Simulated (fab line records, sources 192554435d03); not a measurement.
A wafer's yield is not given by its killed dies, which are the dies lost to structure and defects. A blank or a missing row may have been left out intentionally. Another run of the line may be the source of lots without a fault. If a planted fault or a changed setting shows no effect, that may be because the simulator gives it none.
Matching of chambers || flow n5_finfet || N5_BEOL_M3_ETCH_63 on rie_diel-04 has 4 sister chambers
The step etches SiARC in CF4, target depth 15.6 nm, time 26 s. 18 wafers are shown with their chamber, then 9 later ones without.

== EACH WAFER AND ITS CHAMBER ==
{"wafer": "L074.2", "chamber": 2, "drypump_motor_current_A (A)": 6.0, "throttle_valve_pct (%)": 15.56, "oes_product_au (a.u.)": 0.61}
{"wafer": "L074.4", "chamber": 3, "drypump_motor_current_A (A)": 6.0, "throttle_valve_pct (%)": 15.34, "oes_product_au (a.u.)": 0.76}
{"wafer": "L074.6", "chamber": 1, "drypump_motor_current_A (A)": 5.4, "throttle_valve_pct (%)": 15.63, "oes_product_au (a.u.)": 0.70}
{"wafer": "L078.1", "chamber": 3, "drypump_motor_current_A (A)": 6.0, "throttle_valve_pct (%)": 15.33, "oes_product_au (a.u.)": 0.78}
{"wafer": "L078.2", "chamber": 0, "drypump_motor_current_A (A)": 5.5, "throttle_valve_pct (%)": 15.68, "oes_product_au (a.u.)": 0.62}
{"wafer": "L078.6", "chamber": 0, "drypump_motor_current_A (A)": 5.5, "throttle_valve_pct (%)": 15.67, "oes_product_au (a.u.)": 0.62}
{"wafer": "L081.3", "chamber": 2, "drypump_motor_current_A (A)": 6.0, "throttle_valve_pct (%)": 15.58, "oes_product_au (a.u.)": 0.61}
{"wafer": "L081.5", "chamber": 0, "drypump_motor_current_A (A)": 5.5, "throttle_valve_pct (%)": 15.70, "oes_product_au (a.u.)": 0.62}
{"wafer": "L081.6", "chamber": 1, "drypump_motor_current_A (A)": 5.4, "throttle_valve_pct (%)": 15.64, "oes_product_au (a.u.)": 0.69}
{"wafer": "L083.3", "chamber": 1, "drypump_motor_current_A (A)": 5.4, "throttle_valve_pct (%)": 15.65, "oes_product_au (a.u.)": 0.69}
{"wafer": "L083.4", "chamber": 3, "drypump_motor_current_A (A)": 6.1, "throttle_valve_pct (%)": 15.33, "oes_product_au (a.u.)": 0.76}
{"wafer": "L083.5", "chamber": 1, "drypump_motor_current_A (A)": 5.4, "throttle_valve_pct (%)": 15.65, "oes_product_au (a.u.)": 0.68}
{"wafer": "L084.2", "chamber": 0, "drypump_motor_current_A (A)": 5.5, "throttle_valve_pct (%)": 15.70, "oes_product_au (a.u.)": 0.61}
{"wafer": "L084.5", "chamber": 0, "drypump_motor_current_A (A)": 5.5, "throttle_valve_pct (%)": 15.69, "oes_product_au (a.u.)": 0.61}
{"wafer": "L084.6", "chamber": 3, "drypump_motor_current_A (A)": 6.1, "throttle_valve_pct (%)": 15.35, "oes_product_au (a.u.)": 0.75}
{"wafer": "L087.1", "chamber": 2, "drypump_motor_current_A (A)": 6.0, "throttle_valve_pct (%)": 15.63, "oes_product_au (a.u.)": 0.59}
{"wafer": "L087.2", "chamber": 1, "drypump_motor_current_A (A)": 5.4, "throttle_valve_pct (%)": 15.70, "oes_product_au (a.u.)": 0.67}
{"wafer": "L087.5", "chamber": 1, "drypump_motor_current_A (A)": 5.4, "throttle_valve_pct (%)": 15.70, "oes_product_au (a.u.)": 0.66}

SIGNATURES (averages over the wafers above)
{"reading": "drypump_motor_current_A", "chamber 0": 5.500, "chamber 1": 5.400, "chamber 2": 6.000, "chamber 3": 6.050, "scatter within a chamber": 0.0267}
{"reading": "throttle_valve_pct", "chamber 0": 15.6880, "chamber 1": 15.6617, "chamber 2": 15.5900, "chamber 3": 15.3375, "scatter within a chamber": 0.0243}
{"reading": "oes_product_au", "chamber 0": 0.6160, "chamber 1": 0.6817, "chamber 2": 0.6033, "chamber 3": 0.7625, "scatter within a chamber": 0.0118}
Rule: for a wafer and a chamber, the distance is found by dividing, reading by reading, the gap between the wafer's reading and the chamber's mean by the reading's scatter, squaring, summing and taking the root. The wafer belongs to the nearest chamber; if the next one is less than 2 further off, it can't be placed. The scatter: take each reading less its chamber's mean, square it, sum over the shown wafers, divide by the number of wafers less the number of chambers, and take the root.

== WAFERS WITH NO CHAMBER GIVEN ==
{"wafer": "L086.1", "drypump_motor_current_A (A)": 6.0, "throttle_valve_pct (%)": 15.39, "oes_product_au (a.u.)": 0.74}
{"wafer": "L086.5", "drypump_motor_current_A (A)": 6.0, "throttle_valve_pct (%)": 15.62, "oes_product_au (a.u.)": 0.59}
{"wafer": "L086.6", "drypump_motor_current_A (A)": 6.1, "throttle_valve_pct (%)": 15.39, "oes_product_au (a.u.)": 0.74}
{"wafer": "L094.1", "drypump_motor_current_A (A)": 5.5, "throttle_valve_pct (%)": 15.76, "oes_product_au (a.u.)": 0.60}
{"wafer": "L094.4", "drypump_motor_current_A (A)": 5.5, "throttle_valve_pct (%)": 15.75, "oes_product_au (a.u.)": 0.60}
{"wafer": "L094.5", "drypump_motor_current_A (A)": 5.4, "throttle_valve_pct (%)": 15.71, "oes_product_au (a.u.)": 0.66}
{"wafer": "L092.1", "drypump_motor_current_A (A)": 5.4, "throttle_valve_pct (%)": 15.72, "oes_product_au (a.u.)": 0.67}
{"wafer": "L092.3", "drypump_motor_current_A (A)": 6.1, "throttle_valve_pct (%)": 15.39, "oes_product_au (a.u.)": 0.72}
{"wafer": "L092.5", "drypump_motor_current_A (A)": 6.1, "throttle_valve_pct (%)": 15.39, "oes_product_au (a.u.)": 0.73}

== CHAMBER TAKEN BY EACH ==
{"wafer": "L086.1", "from the rows above": 3, "in truth": 3}
{"wafer": "L086.5", "from the rows above": 2, "in truth": 2}
{"wafer": "L086.6", "from the rows above": 3, "in truth": 3}
{"wafer": "L094.1", "from the rows above": 0, "in truth": 0}
{"wafer": "L094.4", "from the rows above": 0, "in truth": 0}
{"wafer": "L094.5", "from the rows above": 1, "in truth": 1}
{"wafer": "L092.1", "from the rows above": 1, "in truth": 1}
{"wafer": "L092.3", "from the rows above": 3, "in truth": 3}
{"wafer": "L092.5", "from the rows above": 3, "in truth": 3}
Correctly placed: 9 of 9. From these rows, 0 cannot be placed. Wrongly placed: 0.
